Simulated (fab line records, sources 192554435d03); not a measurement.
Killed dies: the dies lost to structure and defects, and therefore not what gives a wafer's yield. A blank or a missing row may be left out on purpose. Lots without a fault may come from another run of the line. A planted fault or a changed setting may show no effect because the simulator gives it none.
Matching of chambers ; flow n5-finfet ; 4 sister chambers for N5_BEOL_M5_STRIP_64 on rie-diel-04
The step strips in CF4. 8 wafers are shown with their chamber, then 10 later ones without.

EACH WAFER AND ITS CHAMBER
wafer;chamber;showerhead-plenum-p-Torr (Torr);drypump-motor-current-A (A)
L079.2;2;1.91;6.2
L079.3;3;1.72;6.2
L083.3;1;1.75;5.2
L083.6;3;1.72;6.2
L086.5;0;1.89;4.8
L086.6;2;1.90;6.1
L092.1;1;1.75;5.2
L092.4;0;1.88;4.8

WAFERS WITHOUT THEIR CHAMBER
wafer;showerhead-plenum-p-Torr (Torr);drypump-motor-current-A (A)
L092.6;1.75;5.1
L091.1;1.90;6.2
L091.2;1.71;6.2
L091.3;1.88;4.8
L095.3;1.90;6.2
L095.5;1.90;6.1
L095.6;1.71;6.2
L097.2;1.71;6.2
L097.3;1.90;6.2
L097.5;1.71;6.2

CHAMBER TAKEN BY EACH
wafer;from the rows above;in truth
L092.6;1;1
L091.1;2;2
L091.2;3;3
L091.3;0;0
L095.3;2;2
L095.5;2;2
L095.6;3;3
L097.2;3;3
L097.3;2;2
L097.5;3;3
Correctly placed: 10 of 10. Not placeable from these rows: 0. Number placed wrongly: 0.
How it was worked out, from the rows above alone: a wafer's distance from a chamber is the root of the sum, over the readings, of the square of ((its reading less the chamber's mean) divided by the reading's scatter). The wafer belongs to the nearest chamber; if the next one is less than 2 further off, it can't be placed. For every chamber, the mean is computed from those of its wafers that are shown. The scatter: take each reading less its chamber's mean, square it, sum over the shown wafers, divide by the number of wafers less the number of chambers, and take the root.
